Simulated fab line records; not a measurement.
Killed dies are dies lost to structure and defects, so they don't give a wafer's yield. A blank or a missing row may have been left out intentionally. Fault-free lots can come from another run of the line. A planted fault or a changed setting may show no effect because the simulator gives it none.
fab line records | flow n5Finfet
record: lots: 5 wafers: 15 lastDay: 19
route steps=1938 shown MOL_CONTACT_COAG@576 BEOL_M4@1111 PASSIVATION@1936
lots with no fault: from the same line, run without faults
startH: the number of hours between the record's first day and the start of the first shown wafer of the lot | waitH: hours since the lot's step before | " unchanged from the row above | L1.1+2: a row that stands for several wafers | - either no value or no given start | * or withheld: withheld | < > ~ a bound
route shown NAME@n: NAME is a module with steps in the file, n the number in the route of the first one | usual: mean/standard deviation taken from wafers without a fault | same: alike in all rows | chamber/n: place in a boat | sites: readings site by site | _std_site: the standard deviation of these | _edge_site: outer sites' mean less inner sites' | radiusMm: how far each site lies from the wafer's centre | mask NAME#n: copy n | behind: the last tool/chamber to shape the wafer | hold: cause of the lot's hold/its duration in hours/its outcome | device: which transistor (n, p or np) failed to switch | end of line: tests of these same wafers at the route's end | a step without rows: its recipe alone | killed: at the first sort, the dies lost to defects and structure; wafer yield is something else | map: shows each die of a wafer: x if killed, . if not, _ if none is there
set.NAME: the run value of the setting; set.NAME@STEP: its run value at that earlier step | model.NAME: the simulator's own value behind a step, which no gauge read
lots seen at some steps along the route; tables by step, rows by wafer
services: the hour from which a tool's chamber was out of use, counted from the record's first day as startH (under 0 if before that day), plus the number of hours and why
== steps ==
step: N5_MOL_CONTACT_COAG_DESCUM_88
recipe: chemistry: O2 timeS: 7 sourcePowerW: 50 biasPowerW: 20 pressureMtorr: 20 rfFrequencyHz: 2.712e+07 tempC: 40 resist: CAR-EUV o2FlowSccm: 225
step: N5_MOL_CONTACT_COAG_ETCH_89
recipe: chemistry: N2/H2 target: underlayer targetDepthA: 130 maskMaterial: CAR-EUV timeS: 10.4 ionEnergyEv: 200 pressureMtorr: 30 sourceW: 840 biasW: 150 n2FlowSccm: 200 h2FlowSccm: 200 ends: cleared
step: N5_MOL_CONTACT_COAG_ETCH_90
recipe: chemistry: CF4 target: SiARC targetDepthA: 130 maskMaterial: CAR-EUV timeS: 21.7 ionEnergyEv: 80 pressureMtorr: 40 sourceW: 545 biasW: 36 Ar_flow_sccm: 100 cf4FlowSccm: 100 ends: cleared
step: N5_MOL_CONTACT_COAG_ALD_131
recipe: material: SiO2 targetThkA: 50 tempC: 100 aldPrecursorFamily: BDEAS aldCoReactant: O2-plasma pulseTimeS: 1 coReactantPulseTimeS: 1 purgeTimeS: 2 coReactantPurgeTimeS: 2 aldCycles: 35 pressureTorr: 2
step: N5_MOL_CONTACT_COAG_ETCHBACK_132
recipe: chemistry: CHF3 target: SiO2 targetDepthA: 100 timeS: 6.7 ionEnergyEv: 200 pressureMtorr: 30 sourceW: 610 biasW: 170 Ar_flow_sccm: 200 CHF3_flow_sccm: 50
step: N5_MOL_CONTACT_COAG_ETCH_91
recipe: chemistry: N2/H2 target: SOC targetDepthA: 600 overetchA: 210 maskMaterial: SiARC tempC: 40 timeS: 101.2 ionEnergyEv: 200 pressureMtorr: 30 sourceW: 840 biasW: 150 n2FlowSccm: 200 h2FlowSccm: 200
step: N5_MOL_CONTACT_COAG_STRIP_92
recipe: chemistry: N2/H2 tempC: 40 n2FlowSccm: 200 h2FlowSccm: 200 rfFrequencyHz: 6e+07
step: N5_MOL_CONTACT_COAG_STRIP_93
recipe: chemistry: N2/H2 tempC: 40 n2FlowSccm: 200 h2FlowSccm: 200 rfFrequencyHz: 6e+07
step: N5_MOL_CONTACT_COAG_ETCHBACK_135
recipe: chemistry: CHF3 target: SiO2 targetDepthA: 250 timeS: 16.7 ionEnergyEv: 200 pressureMtorr: 30 sourceW: 610 biasW: 170 Ar_flow_sccm: 200 CHF3_flow_sccm: 50
step: N5_MOL_CONTACT_COAG_STRIP_118
recipe: chemistry: CHF3 resist: SiARC rfFrequencyHz: 6e+07
step: N5_MOL_CONTACT_COAG_VIA_ETCH_46
recipe: chemistry: C4F6/O2 targetDepthA: 460 overetchA: 92 maskMaterial: SOC target: SiO2 biasW: 455 pressureMtorr: 10 timeS: 40 sourceW: 325 Ar_flow_sccm: 300 C4F6_flow_sccm: 10 O2_flow_sccm: 10 ionEnergyEv: 575.3 ends: endPoint
step: N5_MOL_CONTACT_COAG_STRIP_96
recipe: chemistry: N2/H2 powerW: 500 tempC: 40 pressureMtorr: 50 rfFrequencyHz: 6e+07 overashFraction: 0.3 biasPowerW: 28 h2Frac: 0.5 n2FlowSccm: 300 h2FlowSccm: 300
step: N5_MOL_CONTACT_COAG_ETCH_47
recipe: chemistry: CH3F/O2 target: SiNx targetDepthA: 270 maskMaterial: SiO2 stopOn: W overEtchFrac: 0.2 ionEnergyEv: 120 endpoint: OES-CN pressureMtorr: 30 sourceW: 395 biasW: 73 Ar_flow_sccm: 150 CH3F_flow_sccm: 30 O2_flow_sccm: 20 ends: endPoint
usual: CH3F_flow_sccm: 30.00/0.096 O2_flow_sccm: 20.00/0.052 chamberPressureMTorr: 30.00/0.057 drypumpMotorCurrentA: 6.01/0.23 etchRfOnTimeS: 31.3/0.9 mfcArSccm: 150.0/0.46 oes_f_703_au: 0.77/0.077 oesProductAu: 0.69/0.069 rfVppV: 297/6.3 showerheadPlenumPTorr: 1.96/0.058 throttleValvePct: 16.38/0.2
columns lot.wafer tool chamber startH waitH CH3F_flow_sccm O2_flow_sccm chamberPressureMTorr drypumpMotorCurrentA etchRfOnTimeS mfcArSccm oes_f_703_au oesProductAu rfHoursCounterH rfVppV showerheadPlenumPTorr throttleValvePct model.SiO2_of_MOL_CONTACT_COAG_PECVD_31.thkNm
L743.3 rieDiel-02 1 171.46 0.0 - - - - - - - - - - - - 45.2
L743.5 " 1 " " - - - - - - - - - - - - 45.8
L743.6 " 2 " " - - - - - - - - - - - - 45.4
L744.1 rieDiel-03 3 174.14 0.0 - - - - - - - - - - - - 44.4
L744.2 " 1 " " - - - - - - - - - - - - 45.4
L744.5 " 1 " " - - - - - - - - - - - - 46
L745.2 rieDiel-02 3 181.09 0.0 - - - - - - - - - - - - 45.8
L745.4 " 1 " " - - - - - - - - - - - - 46.8
L745.6 " 2 " " - - - - - - - - - - - - 46.6
L747.3 rieDiel-02 0 196.13 0.0 29.90 19.98 30.01 6.29 32.0 150.2 0.83 0.74 60 286 1.95 16.21 44.2
L747.5 " 0 " " 29.87 19.96 29.97 6.29 32.2 150.9 0.82 0.74 - 288 1.95 16.22 44.4
L747.6 " 1 " " 29.96 20.05 29.98 6.28 29.8 149.9 0.91 0.84 - 310 2.15 16.18 45.2
L749.2 rieDiel-03 3 209.24 0.0 29.99 20.06 29.97 5.85 30.9 150.0 0.72 0.64 217 307 1.99 16.34 44
L749.3 " 2 " " 30.16 20.06 29.99 6.07 32.0 150.1 0.75 0.67 116 293 1.93 16.36 44.4
L749.6 " 3 " " 30.13 19.97 30.03 5.85 30.7 150.0 0.71 0.64 - 307 1.99 16.34 44.6
step: N5_MOL_CONTACT_COAG_STRIP_119
recipe: chemistry: N2/H2 timeS: 30 powerW: 1000 tempC: 250 pressureMtorr: withheld n2FlowSccm: 1750 h2FlowSccm: 3250
step: N5_MOL_CONTACT_COAG_PRECLEAN_144
recipe: chemistry: alkalineClean tempC: 60 timeS: 60 doPpb: 50
step: N5_MOL_CONTACT_COAG_SRD_145
recipe: dry: ipaMarangoni timeS: 30 tempC: 23 rinseLiquid: diw
step: N5_MOL_CONTACT_COAG_COAT_62
recipe: resist: SOC tempC: 250 timeS: 60 spinRpm: 1500 resistThkNm: 60
step: N5_MOL_CONTACT_COAG_COAT_63
recipe: resist: SiARC tempC: 220 timeS: 60 spinRpm: 1500 resistThkNm: 10
step: N5_MOL_CONTACT_COAG_COAT_64
recipe: resist: underlayer tempC: 205 timeS: 60 spinRpm: 1500 resistThkNm: 10
step: N5_MOL_CONTACT_COAG_COAT_34
recipe: resist: CAR-EUV spinRpm: 1500 resistThkNm: 40
step: N5_MOL_CONTACT_COAG_EBR_36
recipe: solvent: PGMEA ebrWidthMm: 1.5
step: N5_MOL_CONTACT_COAG_SOFTBAKE_35
recipe: tempC: 110 timeS: 60 resist: CAR-EUV
step: N5_MOL_CONTACT_COAG_EXPOSE_37
recipe: maskId: VD na: 0.33 sourceShape: annular sigmaInner: 0.3 sigmaOuter: 0.7 polarization: unpolarized defocusNm: 0 doseMj: 62
step: N5_MOL_CONTACT_COAG_PEB_38
recipe: pebTempC: 100 pebTimeS: 60 resist: CAR-EUV
step: N5_MOL_CONTACT_COAG_DEVELOP_39
recipe: developTimeS: 30 developer: TMAH resist: CAR-EUV rinseLiquid: surfactantRinse dry: airSpin devTempC: 23
step: N5_MOL_CONTACT_COAG_DESCUM_45
recipe: chemistry: O2 timeS: 7 sourcePowerW: 50 biasPowerW: 20 pressureMtorr: 20 rfFrequencyHz: 2.712e+07 tempC: 40 resist: CAR-EUV o2FlowSccm: 225
step: N5_MOL_CONTACT_COAG_ETCH_65
recipe: chemistry: N2/H2 target: underlayer targetDepthA: 130 maskMaterial: CAR-EUV timeS: 10.4 ionEnergyEv: 200 pressureMtorr: 30 sourceW: 840 biasW: 150 n2FlowSccm: 200 h2FlowSccm: 200 ends: cleared
step: N5_MOL_CONTACT_COAG_ETCH_66
recipe: chemistry: CF4 target: SiARC targetDepthA: 130 maskMaterial: CAR-EUV timeS: 21.7 ionEnergyEv: 80 pressureMtorr: 40 sourceW: 545 biasW: 36 Ar_flow_sccm: 100 cf4FlowSccm: 100 ends: cleared
step: N5_MOL_CONTACT_COAG_ALD_133
recipe: material: SiO2 targetThkA: 50 tempC: 100 aldPrecursorFamily: BDEAS aldCoReactant: O2-plasma pulseTimeS: 1 coReactantPulseTimeS: 1 purgeTimeS: 2 coReactantPurgeTimeS: 2 aldCycles: 35 pressureTorr: 2
step: N5_MOL_CONTACT_COAG_ETCHBACK_134
recipe: chemistry: CHF3 target: SiO2 targetDepthA: 100 timeS: 6.7 ionEnergyEv: 200 pressureMtorr: 30 sourceW: 610 biasW: 170 Ar_flow_sccm: 200 CHF3_flow_sccm: 50
step: N5_MOL_CONTACT_COAG_ETCH_67
recipe: chemistry: N2/H2 target: SOC targetDepthA: 600 overetchA: 210 maskMaterial: SiARC tempC: 40 timeS: 101.2 ionEnergyEv: 200 pressureMtorr: 30 sourceW: 840 biasW: 150 n2FlowSccm: 200 h2FlowSccm: 200
step: N5_MOL_CONTACT_COAG_STRIP_68
recipe: chemistry: N2/H2 tempC: 40 n2FlowSccm: 200 h2FlowSccm: 200 rfFrequencyHz: 6e+07
step: N5_MOL_CONTACT_COAG_STRIP_69
recipe: chemistry: N2/H2 tempC: 40 n2FlowSccm: 200 h2FlowSccm: 200 rfFrequencyHz: 6e+07
step: N5_MOL_CONTACT_COAG_ETCHBACK_136
recipe: chemistry: CHF3 target: SiO2 targetDepthA: 250 timeS: 16.7 ionEnergyEv: 200 pressureMtorr: 30 sourceW: 610 biasW: 170 Ar_flow_sccm: 200 CHF3_flow_sccm: 50
step: N5_MOL_CONTACT_COAG_STRIP_120
recipe: chemistry: CHF3 resist: SiARC rfFrequencyHz: 6e+07
step: N5_MOL_CONTACT_COAG_VIA_ETCH_117
recipe: chemistry: C4F6/O2 targetDepthA: 400 overetchA: 80 maskMaterial: SOC target: SiO2 biasW: 455 pressureMtorr: 10 timeS: 26 sourceW: 325 Ar_flow_sccm: 300 C4F6_flow_sccm: 10 O2_flow_sccm: 10 ionEnergyEv: 575.3 ends: endPoint
step: N5_MOL_CONTACT_COAG_ETCH_124
recipe: chemistry: CH3F/O2 target: SiNx targetDepthA: 65 maskMaterial: SOC stopOn: SiOC overEtchFrac: 0.3 ionEnergyEv: 120 pressureMtorr: 30 sourceW: 395 biasW: 73 Ar_flow_sccm: 150 CH3F_flow_sccm: 30 O2_flow_sccm: 20 ends: endPoint
step: N5_MOL_CONTACT_COAG_ETCH_48
recipe: chemistry: C4F6/O2 targetDepthA: 150 overetchA: 45 maskMaterial: SOC target: SiOC biasW: 465 pressureMtorr: 10 timeS: 17 sourceW: 335 Ar_flow_sccm: 300 C4F6_flow_sccm: 10 O2_flow_sccm: 10 ionEnergyEv: 576
step: N5_MOL_CONTACT_COAG_CMP_52
recipe: stopOn: SiO2 tOverpolishS: 1.5 postCmpClean: wDiluteNh4oh downForcePsi: 4 platenRpm: 50.289 padVelocityMS: 1.0006 targetThkNm: 66.5
usual: motorCurrentA: 12.4/1.1
columns lot.wafer tool chamber startH waitH motorCurrentA model.SiO2_of_MOL_CONTACT_COAG_PECVD_31.thkNm
L743.3 cmp-04 2 173.52 0.1 10.6 44.8
L743.6 " 3 " " 13.0 45.2
L743.5 " 0 " " 10.9 45.4
L744.1 cmp-01 0 176.26 0.1 11.6 44.2
L744.2 " 1 " " 11.1 45.2
L744.5 " 2 " " 14.3 45.8
L745.4 cmp-02 2 183.27 0.2 12.1 46.6
L745.2 " 3 " " 14.2 45.4
L745.6 " 0 " " 11.5 46.2
L747.3 cmp-01 1 198.15 0.1 11.8 44
L747.5 " 0 " " 11.0 44.2
L747.6 " 1 " " 11.8 45
L749.3 cmp-02 0 211.61 0.0 11.4 44.2
L749.2 " 2 " " 12.9 43.8
L749.6 " 0 " " 11.6 44.4
step: N5_BEOL_M4_RC_MEAS_101
usual: DIBL_N: 36.3/1.9 DIBL_P: 36.6/2.4 IOFF_N: 0.17/0.037 IOFF_P: 0.23/0.04 ION_N: 682/14 ION_P: 468/8.6 SS_N: 71.6/0.67 SS_P: 73.4/0.71 VT_N: 248/3.3 VT_P: -248.9/2.9
columns lot.wafer tool chamber startH waitH DIBL_N[mV/V] DIBL_P[mV/V] IOFF_N[nA/um] IOFF_P[nA/um] ION_N[uA/um] ION_P[uA/um] SS_N[mV/dec] SS_P[mV/dec] VT_N[mV] VT_P[mV]
L747.3 prober-01 0 296.00 0.3 35.3 34.3 0.15 0.19 674 462 71.1 73.1 249 -250.4
L747.5 " 0 " " 36.9 38.1 0.19 0.25 687 473 71.5 73.7 247 -247.7
L747.6 " 0 " " 37.0 37.3 0.18 0.23 676 461 71.7 73.1 248 -246.8
L749.2 prober-02 0 350.07 0.2 35.9 38.5 0.18 0.25 685 474 72.2 74.2 247 -247.0
L749.3 " 0 " " 33.7 34.9 0.14 0.19 670 462 71.2 72.4 251 -251.4
L749.6 " 0 " " 36.2 37.8 0.20 0.24 691 467 71.6 74.3 246 -246.1
step: N5_PASSIVATION_PROBE_49
usual: defectLimitedYield: 91.2/1.5 killed_at_M0_to_M3: 35/12 killed_at_M4_up: 14/5.1 killedAtContacts: 13/6 killedAtFrontEnd: 38/12 killedAtOther: 4/3.5 killedDies: 104/18 killedOnRim: 13/3.7 killedOpen: 68/13 killedShort: 33/8.1 sort_bin_5_function: 5.2/1 sort_bin_6_memory: 3.2/0.69 sort_bin_8_speed: 0.01/0.051 sortNPass: 1076/18
same: grossDies: 1180 killedAtBackSide: 0 sort_bin_4_leakage[%]: 0
columns lot.wafer tool chamber startH waitH defectLimitedYield[%] killed_at_M0_to_M3 killed_at_M4_up killedAtContacts killedAtFrontEnd killedAtOther killedDies killedOnRim killedOpen killedShort sort_bin_5_function[%] sort_bin_6_memory[%] sort_bin_8_speed[%] sortNPass
L744.1 prober-01 - 380.78 0.0 0 44 17 1065 50 4 1180 152 75 42 96.4 3.1 0 0
L744.2 prober-01 - 380.83 0.1 0 33 15 1100 30 2 1180 152 63 29 96.9 2.7 0 0
L744.5 prober-01 - 380.98 0.2 0 23 22 1104 29 2 1180 152 58 23 96.9 2.9 0 0
L743.3 prober-02 - 386.81 0.1 0 59 15 1073 29 4 1180 152 73 49 96.4 2.9 0 0
L743.5 prober-02 - 386.91 0.2 0 59 14 1065 31 11 1180 152 88 37 95.8 4.2 0 0
L743.6 prober-02 - 386.96 0.3 0 45 19 1084 32 0 1180 152 72 30 96.4 3.5 0 0
L745.2 prober-02 - 403.27 0.1 0 38 14 1093 28 7 1180 152 70 26 96.0 3.9 0 0
L745.4 prober-02 - 403.37 0.2 0 42 12 1087 36 3 1180 152 69 39 96.2 3.3 0 0
L745.6 prober-02 - 403.47 0.3 0 41 9 1090 39 1 1180 152 73 32 96.9 2.8 0 0
L747.3 prober-01 - 404.09 0.1 89.0 30 29 15 53 3 130 12 93 34 6.8 3.8 0 1050
L747.5 prober-01 - 404.19 0.2 88.2 51 24 14 45 5 139 15 92 40 6.4 4.6 0 1041
L747.6 prober-01 - 404.24 0.3 91.2 31 16 8 47 2 104 14 59 45 4.8 3.3 0 1076
L749.2 prober-02 - 453.84 0.1 92.4 18 21 13 30 8 90 16 60 23 4.5 2.4 0.59 1090
L749.3 prober-02 - 453.89 0.1 92.6 27 9 10 30 11 87 6 64 23 3.5 3.8 0 1093
L749.6 prober-02 - 454.04 0.3 93.1 22 18 11 25 6 82 10 61 21 4.2 2.5 0 1098
killed by level:class
L744.1 MOL_CONTACT_COAG:areaEtch=1063 FIN_SAQP:geometricParticle:short=14 STI_FIN_REVEAL:geometricParticle:open=13 BEOL_M2:geometricParticle:open=12 BEOL_M3:geometricParticle:open=9 BEOL_M4:geometricParticle:open=9 FIN_SAQP:geometricParticle:open=8 BEOL_M0_SAQP:geometricParticle:short=8
L744.2 MOL_CONTACT_COAG:areaEtch=1086 MOL_CONTACT_COAG:geometricParticle:open=11 BEOL_M3:geometricParticle:open=9 BEOL_M4:geometricParticle:open=8 STI_FIN_REVEAL:geometricParticle:open=7 BEOL_M0_SAQP:geometricParticle:short=7 FIN_SAQP:geometricParticle:short=6 BEOL_M2:geometricParticle:open=6
L744.5 MOL_CONTACT_COAG:areaEtch=1098 BEOL_M3:geometricParticle:open=8 BEOL_M4:geometricParticle:open=8 FIN_SAQP:geometricParticle:short=7 STI_FIN_REVEAL:geometricParticle:open=7 BEOL_M0_SAQP:geometricParticle:short=6 BEOL_M5:geometricParticle:open=6 FIN_SAQP:geometricParticle:open=5
L743.3 MOL_CONTACT_COAG:areaEtch=1058 BEOL_M0_SAQP:geometricParticle:short=15 MOL_CONTACT_COAG:geometricParticle:open=14 FIN_SAQP:geometricParticle:short=10 BEOL_M0_SAQP:geometricParticle:open=10 BEOL_M3:geometricParticle:open=10 BEOL_M0:geometricParticle:open=6 FIN_SAQP:geometricParticle:open=5
L743.5 MOL_CONTACT_COAG:areaEtch=1055 BEOL_M1:geometricParticle:open=14 BEOL_M3:geometricParticle:open=13 FIN_SAQP:geometricParticle:open=11 BEOL_M0_SAQP:geometricParticle:open=11 MOL_CONTACT_COAG:geometricParticle:open=10 BEOL_M2:geometricParticle:open=8 BEOL_M0_SAQP:geometricParticle:short=6
L743.6 MOL_CONTACT_COAG:areaEtch=1078 BEOL_M3:geometricParticle:open=11 BEOL_M5:geometricParticle:open=11 BEOL_M2:geometricParticle:open=8 FIN_SAQP:geometricParticle:short=7 BEOL_M0:geometricParticle:open=7 BEOL_M0_SAQP:geometricParticle:open=7 FIN_SAQP:geometricParticle:open=6
L745.2 MOL_CONTACT_COAG:areaEtch=1084 BEOL_M2:geometricParticle:open=14 BEOL_M4:geometricParticle:open=11 STI_FIN_REVEAL:geometricParticle:open=9 BEOL_M3:geometricParticle:open=9 BEOL_M0_SAQP:geometricParticle:short=8 MOL_CONTACT_COAG:geometricParticle:open=6 BEOL_M0_SAQP:geometricParticle:open=6
L745.4 MOL_CONTACT_COAG:areaEtch=1069 MOL_CONTACT_COAG:geometricParticle:open=13 BEOL_M1:geometricParticle:open=9 FIN_SAQP:geometricParticle:open=8 BEOL_M2:geometricParticle:open=8 STI_FIN_REVEAL:geometricParticle:open=7 BEOL_M1:geometricParticle:short=6 GATE_CUT:geometricParticle:short=5
L745.6 MOL_CONTACT_COAG:areaEtch=1072 MOL_CONTACT_COAG:geometricParticle:open=16 FIN_SAQP:geometricParticle:open=12 BEOL_M2:geometricParticle:open=12 FIN_SAQP:geometricParticle:short=10 BEOL_M0_SAQP:geometricParticle:short=8 BEOL_M0_SAQP:geometricParticle:open=5 BEOL_M1:geometricParticle:open=5
L747.3 STI_FIN_REVEAL:geometricParticle:open=15 BEOL_M4:geometricParticle:open=14 MOL_CONTACT_COAG:geometricParticle:open=13 GATE_CUT:geometricParticle:short=9 BEOL_M0_SAQP:geometricParticle:open=9 GATE_CUT:geometricParticle:open=6 BEOL_M0_SAQP:geometricParticle:short=6 BEOL_M4:geometricParticle:short=5
L747.5 BEOL_M0_SAQP:geometricParticle:short=17 BEOL_M1:geometricParticle:open=14 BEOL_M4:geometricParticle:open=13 BEOL_M0_SAQP:geometricParticle:open=12 MOL_CONTACT_COAG:geometricParticle:open=9 FIN_SAQP:geometricParticle:open=8 FIN_SAQP:geometricParticle:short=6 HKMG_FIN:areaEtch=6
L747.6 FIN_SAQP:geometricParticle:short=14 BEOL_M0_SAQP:geometricParticle:short=11 BEOL_M0_SAQP:geometricParticle:open=8 MOL_CONTACT_COAG:geometricParticle:open=8 BEOL_M4:geometricParticle:open=8 STI_FIN_REVEAL:geometricParticle:open=7 FIN_SAQP:geometricParticle:open=6 BEOL_M2:geometricParticle:open=6
L749.2 MOL_CONTACT_COAG:geometricParticle:open=12 FIN_SAQP:geometricParticle:open=7 BEOL_M4:areaEcd=7 BEOL_M4:geometricParticle:open=6 ILD0:geometricParticle:open=5 STI_FIN_REVEAL:geometricParticle:open=4 BEOL_M2:geometricParticle:open=4 BEOL_M3:geometricParticle:open=4
L749.3 STI_FIN_REVEAL:geometricParticle:open=12 MOL_CONTACT_COAG:geometricParticle:open=10 BEOL_M0_SAQP:geometricParticle:open=6 BEOL_M1:geometricParticle:open=6 BEOL_M4:geometricParticle:open=6 PASS1_CAP:geometricParticle:short=5 BEOL_M0_SAQP:geometricParticle:short=4 BEOL_M2:geometricParticle:open=4
L749.6 BEOL_M4:geometricParticle:open=12 MOL_CONTACT_COAG:geometricParticle:open=10 FIN_SAQP:geometricParticle:open=6 BEOL_M0_SAQP:geometricParticle:open=6 BEOL_M2:geometricParticle:open=5 DUMMY_GATE:geometricParticle:open=4 STARTING-WAFER:geometricParticle:short=4 BEOL_M1:geometricParticle:short=3
map L743.3 (x killed, . not)
_________________xxxxxxxxxxxx________________
______________xxxxxxxxxxxxxxxxxx_____________
___________xxxxxxxxxxxxxxxxxxxxxxxx__________
__________xxxxxxxxxxxxxxxxxxxxxxxxxx_________
________xxxxxxxxxxxxxxxxxxxxxxxxxxxxxx_______
_______xxxxxxxxxxxxxxxxxxxxxxxxxxxxxxxx______
______xxxxxxxxxxxxxxxxxxxxxxxxxxxxxxxxxx_____
_____xxxxxxxxxxxxxxxxxxxxxxxxxxxxxxxxxxxx____
____xxxxxxxxxxxxxxxxxxxxxxxxxxxxxxxxxxxxxx___
___xxxxxxxxxxxxxxxxxxxxxxxxxxxxxxxxxxxxxxxx__
___xxxxxxxxxxxxxxxxxxxxxxxxxxxxxxxxxxxxxxxx__
__xxxxxxxxxxxxxxxxxxxxxxxxxxxxxxxxxxxxxxxxxx_
__xxxxxxxxxxxxxxxxxxxxxxxxxxxxxxxxxxxxxxxxxx_
_xxxxxxxxxxxxxxxxxxxxxxxxxxxxxxxxxxxxxxxxxxxx
_xxxxxxxxxxxxxxxxxxxxxxxxxxxxxxxxxxxxxxxxxxxx
_xxxxxxxxxxxxxxxxxxxxxxxxxxxxxxxxxxxxxxxxxxxx
_xxxxxxxxxxxxxxxxxxxxxxxxxxxxxxxxxxxxxxxxxxxx
_xxxxxxxxxxxxxxxxxxxxxxxxxxxxxxxxxxxxxxxxxxxx
_xxxxxxxxxxxxxxxxxxxxxxxxxxxxxxxxxxxxxxxxxxxx
_xxxxxxxxxxxxxxxxxxxxxxxxxxxxxxxxxxxxxxxxxxxx
_xxxxxxxxxxxxxxxxxxxxxxxxxxxxxxxxxxxxxxxxxxxx
__xxxxxxxxxxxxxxxxxxxxxxxxxxxxxxxxxxxxxxxxxx_
__xxxxxxxxxxxxxxxxxxxxxxxxxxxxxxxxxxxxxxxxxx_
___xxxxxxxxxxxxxxxxxxxxxxxxxxxxxxxxxxxxxxxx__
___xxxxxxxxxxxxxxxxxxxxxxxxxxxxxxxxxxxxxxxx__
____xxxxxxxxxxxxxxxxxxxxxxxxxxxxxxxxxxxxxx___
_____xxxxxxxxxxxxxxxxxxxxxxxxxxxxxxxxxxxx____
______xxxxxxxxxxxxxxxxxxxxxxxxxxxxxxxxxx_____
_______xxxxxxxxxxxxxxxxxxxxxxxxxxxxxxxx______
________xxxxxxxxxxxxxxxxxxxxxxxxxxxxxx_______
__________xxxxxxxxxxxxxxxxxxxxxxxxxx_________
___________xxxxxxxxxxxxxxxxxxxxxxxx__________
______________xxxxxxxxxxxxxxxxxx_____________
_________________xxxxxxxxxxxx________________
map L744.1 (x killed, . not)
_________________xxxxxxxxxxxx________________
______________xxxxxxxxxxxxxxxxxx_____________
___________xxxxxxxxxxxxxxxxxxxxxxxx__________
__________xxxxxxxxxxxxxxxxxxxxxxxxxx_________
________xxxxxxxxxxxxxxxxxxxxxxxxxxxxxx_______
_______xxxxxxxxxxxxxxxxxxxxxxxxxxxxxxxx______
______xxxxxxxxxxxxxxxxxxxxxxxxxxxxxxxxxx_____
_____xxxxxxxxxxxxxxxxxxxxxxxxxxxxxxxxxxxx____
____xxxxxxxxxxxxxxxxxxxxxxxxxxxxxxxxxxxxxx___
___xxxxxxxxxxxxxxxxxxxxxxxxxxxxxxxxxxxxxxxx__
___xxxxxxxxxxxxxxxxxxxxxxxxxxxxxxxxxxxxxxxx__
__xxxxxxxxxxxxxxxxxxxxxxxxxxxxxxxxxxxxxxxxxx_
__xxxxxxxxxxxxxxxxxxxxxxxxxxxxxxxxxxxxxxxxxx_
_xxxxxxxxxxxxxxxxxxxxxxxxxxxxxxxxxxxxxxxxxxxx
_xxxxxxxxxxxxxxxxxxxxxxxxxxxxxxxxxxxxxxxxxxxx
_xxxxxxxxxxxxxxxxxxxxxxxxxxxxxxxxxxxxxxxxxxxx
_xxxxxxxxxxxxxxxxxxxxxxxxxxxxxxxxxxxxxxxxxxxx
_xxxxxxxxxxxxxxxxxxxxxxxxxxxxxxxxxxxxxxxxxxxx
_xxxxxxxxxxxxxxxxxxxxxxxxxxxxxxxxxxxxxxxxxxxx
_xxxxxxxxxxxxxxxxxxxxxxxxxxxxxxxxxxxxxxxxxxxx
_xxxxxxxxxxxxxxxxxxxxxxxxxxxxxxxxxxxxxxxxxxxx
__xxxxxxxxxxxxxxxxxxxxxxxxxxxxxxxxxxxxxxxxxx_
__xxxxxxxxxxxxxxxxxxxxxxxxxxxxxxxxxxxxxxxxxx_
___xxxxxxxxxxxxxxxxxxxxxxxxxxxxxxxxxxxxxxxx__
___xxxxxxxxxxxxxxxxxxxxxxxxxxxxxxxxxxxxxxxx__
____xxxxxxxxxxxxxxxxxxxxxxxxxxxxxxxxxxxxxx___
_____xxxxxxxxxxxxxxxxxxxxxxxxxxxxxxxxxxxx____
______xxxxxxxxxxxxxxxxxxxxxxxxxxxxxxxxxx_____
_______xxxxxxxxxxxxxxxxxxxxxxxxxxxxxxxx______
________xxxxxxxxxxxxxxxxxxxxxxxxxxxxxx_______
__________xxxxxxxxxxxxxxxxxxxxxxxxxx_________
___________xxxxxxxxxxxxxxxxxxxxxxxx__________
______________xxxxxxxxxxxxxxxxxx_____________
_________________xxxxxxxxxxxx________________
== services ==
columns tool chamber startH hours kind
rieDiel-02 1 151.07 - clean
rieDiel-02 1 151.07 - consumableReplace:focusRing
rieDiel-02 1 151.07 - consumableReplace:showerhead
rieDiel-02 1 151.07 18.1 scheduledDown
rieDiel-02 1 151.07 18.1 ventCycle
cmp-02 - 154.73 3.8 repair
cmp-02 - 172.14 2.3 repair
cmp-04 - 206.69 4.0 pm
cmp-04 - 210.69 - consumableReplace:conditioner
cmp-04 - 210.69 - consumableReplace:pad
== key ==
firstSign: step: N5_MOL_CONTACT_COAG_ETCH_47 reading: toolRecord direction: missing
effect: step: N5_PASSIVATION_PROBE_49 reading: killedAtContacts direction: up sigmas: 99+ usual: 13 struck: 1085
modelEffect: step: N5_MOL_CONTACT_COAG_ETCH_47 value: SiO2_of_MOL_CONTACT_COAG_PECVD_31.thkNm without: 43.87 struck: 45.71
modelEffect: step: N5_MOL_CONTACT_COAG_CMP_52 value: SiO2_of_MOL_CONTACT_COAG_PECVD_31.thkNm without: 43.62 struck: 45.42
moreKillsBornAt: N5_MOL_CONTACT_COAG_ETCH_47@rieDiel-02: 6413 N5_MOL_CONTACT_COAG_ETCH_47@rieDiel-03: 3245
metAt N5_MOL_CONTACT_COAG_ETCH_47
struckWafers L743.3,L743.5,L743.6,L744.1,L744.2,L744.5,L745.2,L745.4,L745.6
laterRowsLeftOut L743.3,L743.5,L743.6,L744.1,L744.2,L744.5,L745.2,L745.4,L745.6
fault: kind: skippedStepWhole tool: rieDiel-02,rieDiel-03 chamber: - onsetH: 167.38 steps: N5_MOL_CONTACT_COAG_ETCH_47 scope: struckLotsOnly
laterRowsLeftOut: the simulator's readings of these wafers behind a module that went badly wrong aren't trusted and aren't shown, but for the sort
